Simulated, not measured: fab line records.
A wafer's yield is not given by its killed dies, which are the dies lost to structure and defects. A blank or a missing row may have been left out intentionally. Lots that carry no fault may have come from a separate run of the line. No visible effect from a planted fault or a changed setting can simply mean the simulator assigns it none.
Chamber matching ; flow n5 finfet ; N5_FIN_SAQP_SPACER1_ALD_24 on ald sin-04 has 4 sister chambers
The step deposits SiO2, target thk 20.3 nm, pulse time 1 s, purge time 2 s. 20 wafers are shown with their chamber, then 10 later ones without.

WAFERS PAIRED WITH THEIR CHAMBERS
wafer;chamber;heater power w (W);heater power outer w (W);precursor pulse height rel
L076.2;0;407;208;0.963
L076.5;3;442;240;0.984
L076.6;2;590;316;1.027
L080.3;3;446;243;1.022
L080.4;2;593;323;1.016
L080.5;3;451;247;0.990
L081.2;3;434;243;1.008
L081.4;1;474;286;1.021
L081.5;0;409;211;1.013
L082.1;1;479;278;0.986
L082.2;0;403;210;1.025
L082.5;3;450;248;1.008
L085.3;3;454;252;0.987
L085.4;2;599;319;1.024
L085.5;0;404;214;1.023
L087.1;3;439;241;1.004
L087.2;2;582;318;1.030
L087.3;0;417;218;0.977
L088.1;0;410;206;1.005
L088.4;3;458;252;0.996

SIGNATURES (averages over the wafers above)
reading;chamber 0;chamber 1;chamber 2;chamber 3;scatter within a chamber
heater power w;408.33;476.50;591.00;446.75;6.82
heater power outer w;211.17;282.00;319.00;245.75;4.38
precursor pulse height rel;1.00100;1.00350;1.02425;0.99987;0.0179
Rule: for each reading, subtract the chamber's mean from the wafer's reading, divide by that reading's scatter and square the result; add these up over the readings and take the root, which gives the wafer's distance from the chamber. If the next closest chamber is less than 2 further off than the closest, the wafer can't be placed; otherwise it belongs to the closest. The scatter is the square root of a quotient: the sum, over the shown wafers, of each reading's squared deviation from its chamber's mean, divided by wafers minus chambers.

WAFERS WITHOUT THEIR CHAMBER
wafer;heater power w (W);heater power outer w (W);precursor pulse height rel
L088.6;581;311;1.009
L089.1;478;279;0.980
L089.2;402;217;1.005
L089.3;459;242;1.029
L091.2;441;242;0.987
L091.4;480;279;1.006
L091.6;419;212;1.000
L095.2;454;246;1.007
L095.3;482;284;1.001
L095.4;604;322;1.044

WHICH CHAMBER EACH ONE RAN IN
wafer;from the rows above;in truth
L088.6;2;2
L089.1;1;1
L089.2;0;0
L089.3;3;3
L091.2;3;3
L091.4;1;1
L091.6;0;0
L095.2;3;3
L095.3;1;1
L095.4;2;2
10 of 10 placed correctly. Left unplaced by these rows: 0. 0 placed wrongly.
